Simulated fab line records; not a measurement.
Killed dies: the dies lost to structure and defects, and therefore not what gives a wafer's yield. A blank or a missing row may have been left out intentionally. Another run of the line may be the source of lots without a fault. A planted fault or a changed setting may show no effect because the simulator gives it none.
Which tool was responsible?    flow nand-harc    Sampling: 12 lots, 36 wafers, 6 of 1302 route steps

WHAT THE GAUGES READ, wafer by wafer
NHARC_P_BONDPAD_THK_MEAS_20: measures by xrf. Usual: thk-nm 161.2 nm, standard deviation 1.4.
lot   measured      on             thk-nm (nm)        flag
L529  day 6 20:42   film-metro-02  160.9 162.1 162.6  
L528  day 6 21:37   film-metro-02  160.9 162.0 160.7  
L530  day 7 13:40   film-metro-02  161.5 159.2 161.0  
L532  day 8 05:01   film-metro-01  161.8 160.0 161.5  
L533  day 8 18:32   film-metro-01  162.8 162.3 161.9  
L534  day 8 23:16   film-metro-02  160.3 160.6 157.9  
L537  day 10 07:23  film-metro-02  160.5 162.0 158.9  
L538  day 10 21:26  film-metro-02  160.2 160.6 161.7  
L539  day 11 05:59  film-metro-02  160.5 161.7 161.4  
L547  day 14 11:05  film-metro-01  160.8 158.6 163.0  
L550  day 15 21:13  film-metro-02  162.2 163.5 161.1  
L551  day 16 04:25  film-metro-01  161.6 161.3 161.8  

NHARC_A_ZERO_WELL_INSPECT_17. Usual: raw-defect-count 12, standard deviation 5.4.
lot   measured      on                 raw-defect-count  flag
L529  day 6 23:38   defect-inspect-01  10 10 11          
L528  day 7 00:35   defect-inspect-01  18 14 6           
L530  day 7 16:48   defect-inspect-01  10 9 9            
L532  day 8 08:02   defect-inspect-02  16 14 10          
L533  day 8 21:25   defect-inspect-01  16 11 20          
L534  day 9 02:15   defect-inspect-01  13 18 23          
L537  day 10 10:30  defect-inspect-02  7 9 20            
L538  day 11 00:26  defect-inspect-01  10 5 4            
L539  day 11 09:01  defect-inspect-02  16 7 8            
L547  day 14 14:22  defect-inspect-01  1256 16 14        OFF
L550  day 16 00:15  defect-inspect-01  16 7 12           
L551  day 16 07:23  defect-inspect-01  4 10 9            

NHARC_END_SORT_01. Usual: killed-at-array 61, standard deviation 26; killed-at-other 0.8, standard deviation 1.1; killed-at-periphery 4.0, standard deviation 2.6; killed-dies 66, standard deviation 26; killed-open 3.1, standard deviation 1.7; killed-short 2.5, standard deviation 1.5.
lot   measured      on         killed-at-array  killed-at-other  killed-at-periphery  killed-dies  killed-open  killed-short  flag
L537  day 27 21:08  prober-01  34               1                0                    35           1            2             
L547  day 31 18:39  prober-02  91 36 32         2 1 2            6 11 6               99 48 40     2 3 1        4 3 1         

EACH LOT AND THE TOOL THAT RAN IT (in order: tool; ch and the chambers of the sampled wafers; start)
lot   NHARC_P_BONDPAD_PRE_CLEAN_26             NHARC_P_BONDPAD_PVD_17                   NHARC_A_ZERO_WELL_ETCH_13
L529  pvd-sputter-01, day 6 20:42 or earlier   pvd-sputter-01, day 6 20:42 or earlier   rie-si-01 ch 0,2, day 6 22:31
L528  pvd-sputter-03, day 6 21:37 or earlier   pvd-sputter-03, day 6 21:37 or earlier   rie-si-05 ch 0,1, day 6 23:29
L530  pvd-sputter-01, day 7 13:40 or earlier   pvd-sputter-01, day 7 13:40 or earlier   rie-si-02 ch 0,1,2, day 7 15:39
L532  pvd-sputter-01, day 8 05:01 or earlier   pvd-sputter-01, day 8 05:01 or earlier   rie-si-01 ch 0,2,3, day 8 06:55
L533  pvd-sputter-01, day 8 18:32 or earlier   pvd-sputter-01, day 8 18:32 or earlier   rie-si-01 ch 0,2, day 8 20:19
L534  pvd-sputter-01, day 8 23:16 or earlier   pvd-sputter-01, day 8 23:16 or earlier   rie-si-05 ch 0,1,3, day 9 01:10
L537  pvd-sputter-03, day 10 07:23 or earlier  pvd-sputter-03, day 10 07:23 or earlier  rie-si-05 ch 0,1,2, day 10 09:25
L538  pvd-sputter-03, day 10 21:26 or earlier  pvd-sputter-03, day 10 21:26 or earlier  rie-si-05 ch 0,1, day 10 23:21
L539  pvd-sputter-01, day 11 05:59 or earlier  pvd-sputter-01, day 11 05:59 or earlier  rie-si-02 ch 0,1,2, day 11 07:57
L547  pvd-sputter-01, day 14 11:05 or earlier  pvd-sputter-01, day 14 11:05 or earlier  rie-si-05 ch 0,1,2, day 14 12:57
L550  pvd-sputter-02, day 15 21:13 or earlier  pvd-sputter-02, day 15 21:13 or earlier  rie-si-02 ch 0,2,3, day 15 23:07
L551  pvd-sputter-01, day 16 04:25 or earlier  pvd-sputter-01, day 16 04:25 or earlier  rie-si-02 ch 1,2,3, day 16 06:17
- NHARC_P_BONDPAD_PRE_CLEAN_26: time 30 s.
- NHARC_P_BONDPAD_PVD_17: deposits TaN, target thk 5 nm, time 8.06 s.
- NHARC_A_ZERO_WELL_ETCH_13: etches the open film in HBr/Cl2, target depth 120 nm, time 40.1 s.

WHAT THE TOOLS THEMSELVES READ (means of the sampled wafers that have a number; where no wafer has one, the mark that the record gives instead)
NHARC_P_BONDPAD_PRE_CLEAN_26. Usual: heater-power-w 419 W, standard deviation 37.
lot   tool            heater-power-w (W)  flag
L529  pvd-sputter-01  443                 
L528  pvd-sputter-03  389                 
L530  pvd-sputter-01  441                 
L532  pvd-sputter-01  443                 
L533  pvd-sputter-01  447                 
L534  pvd-sputter-01  441                 
L537  pvd-sputter-03  388                 
L538  pvd-sputter-03  367                 
L539  pvd-sputter-01  446                 
L547  pvd-sputter-01  433                 
L550  pvd-sputter-02  413                 
L551  pvd-sputter-01  439                 

NHARC_P_BONDPAD_PVD_17. Usual: cathode-dc-power-W 15000 W, standard deviation 2.6; throttle-valve-pct 30.5 %, standard deviation 0.88.
lot   tool            cathode-dc-power-W (W)  throttle-valve-pct (%)  flag
L529  pvd-sputter-01  15001                   29.9                    
L528  pvd-sputter-03  14998                   30.0                    
L530  pvd-sputter-01  15000                   30.7                    
L532  pvd-sputter-01  15000                   30.5                    
L533  pvd-sputter-01  15001                   30.4                    
L534  pvd-sputter-01  15002                   30.5                    
L537  pvd-sputter-03  15000                   30.7                    
L538  pvd-sputter-03  14997                   31.1                    
L539  pvd-sputter-01  15000                   30.6                    
L547  pvd-sputter-01  15000                   30.9                    
L550  pvd-sputter-02  15002                   30.4                    
L551  pvd-sputter-01  15000                   30.4                    

NHARC_A_ZERO_WELL_ETCH_13. Usual: drypump-motor-current-A 5.7 A, standard deviation 0.43; oes-product-au 0.997 a.u., standard deviation 0.014; throttle-valve-pct 26.406 %, standard deviation 0.0089.
lot   tool       drypump-motor-current-A (A)  oes-product-au (a.u.)  throttle-valve-pct (%)  flag
L529  rie-si-01  5.3                          0.993                  26.404                  
L528  rie-si-05  5.6                          1.003                  26.402                  
L530  rie-si-02  6.0                          1.004                  26.396                  
L532  rie-si-01  5.5                          0.987                  26.412                  
L533  rie-si-01  5.3                          0.991                  26.407                  
L534  rie-si-05  5.3                          1.010                  26.407                  
L537  rie-si-05  5.5                          1.006                  26.411                  
L538  rie-si-05  5.6                          1.008                  26.406                  
L539  rie-si-02  6.1                          1.005                  26.410                  
L547  rie-si-05  5.5                          1.001                  26.402                  
L550  rie-si-02  6.0                          1.006                  26.409                  
L551  rie-si-02  5.9                          0.976                  26.409                  

THE ANSWER, worked out from the rows above alone
Rule: a lot is off if the mean of its wafers that have a number lies more than 3 standard deviations from the usual mean. Also off: a lot with no number at a reading for which 4 or more lots have one. The other lots that the step has rows for count as sound. After the gauges, taken in route order, come the tools' own readings; for these a lot's mean is taken, as printed above. At the first step where some lot is off, the reading lying furthest off is the one used; lots without a number count as furthest.
Off: L547, at NHARC_A_ZERO_WELL_INSPECT_17 (raw-defect-count).
If a tool, at a process step before that reading, ran all the lots that are off and no sound lot after the first of them, it fits. The gauges at NHARC_A_ZERO_WELL_INSPECT_17 are tried like those tools. NHARC_P_BONDPAD_PRE_CLEAN_26: start missing for some lots; hours and lot order therefore follow NHARC_P_BONDPAD_THK_MEAS_20. NHARC_P_BONDPAD_PVD_17: start missing for some lots; hours and lot order therefore follow NHARC_P_BONDPAD_THK_MEAS_20. One candidate fits, namely rie-si-05 at NHARC_A_ZERO_WELL_ETCH_13. A fault onset in the window from L538 (day 10 23:21, its last sound lot) to L547 (day 14 12:57, its first lot off) fits.

WHAT THE SIMULATOR HAD PUT IN
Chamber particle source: rie-si-05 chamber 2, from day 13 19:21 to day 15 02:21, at NHARC_A_ZERO_WELL_ETCH_13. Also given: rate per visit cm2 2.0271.
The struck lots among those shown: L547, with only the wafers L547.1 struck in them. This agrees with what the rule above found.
